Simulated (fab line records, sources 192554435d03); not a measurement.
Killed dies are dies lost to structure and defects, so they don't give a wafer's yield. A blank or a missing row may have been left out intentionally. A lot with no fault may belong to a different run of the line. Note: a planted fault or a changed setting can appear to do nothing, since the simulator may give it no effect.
Matching of chambers    flow n5-finfet    4 sister chambers for N5_BEOL_M0_ETCH_138 on rie-diel-04
The step etches SiCN in CH3F/O2, target depth 12 nm, time 31.6 s. 16 wafers are shown with their chamber, then 8 later ones without.

## WAFERS PAIRED WITH THEIR CHAMBERS
wafer   chamber  showerhead-plenum-p-Torr (Torr)  drypump-motor-current-A (A)  throttle-valve-pct (%)
L080.2  0        1.98                             5.7                          16.48
L080.3  1        1.96                             5.4                          16.16
L080.6  2        2.03                             5.4                          16.29
L083.2  0        1.97                             5.8                          16.50
L083.3  2        2.03                             5.4                          16.30
L083.6  0        1.97                             5.7                          16.50
L084.2  1        1.95                             5.4                          16.18
L084.3  3        2.03                             5.6                          16.28
L084.4  0        1.97                             5.7                          16.49
L085.1  1        1.95                             5.4                          16.18
L085.2  2        2.03                             5.4                          16.30
L085.3  3        2.03                             5.6                          16.26
L088.2  1        1.95                             5.4                          16.18
L088.3  0        1.97                             5.7                          16.50
L088.5  1        1.95                             5.4                          16.19
L090.2  3        2.03                             5.6                          16.29

SIGNATURES, as means of the wafers listed above
reading                   chamber 0  chamber 1  chamber 2  chamber 3  scatter within a chamber
showerhead-plenum-p-Torr  1.9720     1.9520     2.0300     2.0300     0.00365
drypump-motor-current-A   5.720      5.400      5.400      5.600      0.0258
throttle-valve-pct        16.4940    16.1780    16.2967    16.2767    0.0105
Rule: a wafer lies at a distance from a chamber equal to the root of the sum of squares, over the readings, of (its reading less the chamber's mean, divided by the reading's scatter). The wafer belongs to the nearest chamber; if the next one is less than 2 further off, it can't be placed. The scatter: the root of (the sum of the squares of (reading less its chamber's mean) over the shown wafers, divided by (wafers less chambers)).

## WAFERS WITH NO CHAMBER GIVEN
wafer   showerhead-plenum-p-Torr (Torr)  drypump-motor-current-A (A)  throttle-valve-pct (%)
L090.3  2.03                             5.4                          16.33
L090.4  1.97                             5.7                          16.51
L094.1  2.03                             5.6                          16.31
L094.2  2.03                             5.4                          16.34
L094.3  1.97                             5.7                          16.54
L095.2  1.95                             5.4                          16.19
L095.3  2.02                             5.4                          16.34
L095.6  2.03                             5.4                          16.35

## WHICH CHAMBER EACH ONE RAN IN
wafer   from the rows above  in truth
L090.3  2                    2
L090.4  0                    0
L094.1  3                    3
L094.2  2                    2
L094.3  0                    0
L095.2  1                    1
L095.3  2                    2
L095.6  2                    2
Correctly placed: 8 of 8. Not placeable from these rows: 0. Wrongly placed: 0.
